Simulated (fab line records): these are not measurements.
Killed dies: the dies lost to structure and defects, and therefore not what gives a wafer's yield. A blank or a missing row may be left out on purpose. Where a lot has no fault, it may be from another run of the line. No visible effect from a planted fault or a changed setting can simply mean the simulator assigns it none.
Matching of chambers	flow nand-harc	NHARC_A_STAIRCASE_CMP_152 on cmp-04 has 4 sister chambers
The step polishes. 16 wafers are shown with their chamber, then 8 later ones without.

== WAFERS, EACH WITH ITS CHAMBER ==
wafer	chamber	motor-current-A (A)
L074.2	0	11.7
L074.4	1	11.7
L074.6	0	11.4
L076.1	3	11.7
L076.2	0	11.7
L076.3	2	12.3
L078.1	3	11.8
L078.2	0	11.6
L078.6	0	10.9
L079.1	1	11.9
L079.2	0	11.3
L079.6	0	11.5
L086.2	2	12.4
L086.4	3	11.8
L086.6	1	12.2
L092.2	2	12.2

SIGNATURES, as means of the wafers listed above
reading	chamber 0	chamber 1	chamber 2	chamber 3	scatter within a chamber
motor-current-A	11.443	11.933	12.300	11.767	0.229
Rule: for each reading, subtract the chamber's mean from the wafer's reading, divide by that reading's scatter and square the result; add these up over the readings and take the root, which gives the wafer's distance from the chamber. If the next closest chamber is less than 2 further off than the closest, the wafer can't be placed; otherwise it belongs to the closest. How the scatter is found: for the shown wafers, subtract from each reading the mean of its chamber, square and add these, divide the total by (wafers less chambers), then take the root.

== WAFERS MISSING THEIR CHAMBER ==
wafer	motor-current-A (A)
L092.3	11.5
L092.4	11.7
L095.1	12.1
L095.4	11.5
L095.6	11.3
L097.2	11.4
L097.4	11.9
L097.6	11.5

== CHAMBER TAKEN BY EACH ==
wafer	from the rows above	in truth
L092.3	can't be placed: 0 or 3 or 1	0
L092.4	can't be placed: 3 or 1 or 0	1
L095.1	can't be placed: 1 or 2 or 3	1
L095.4	can't be placed: 0 or 3 or 1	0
L095.6	can't be placed: 0 or 3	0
L097.2	can't be placed: 0 or 3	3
L097.4	can't be placed: 1 or 3 or 2 or 0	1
L097.6	can't be placed: 0 or 3 or 1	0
0 of 8 placed correctly. Unplaceable from these rows: 8, with the true chamber sitting among the candidates in 8. Placed wrongly: 0.
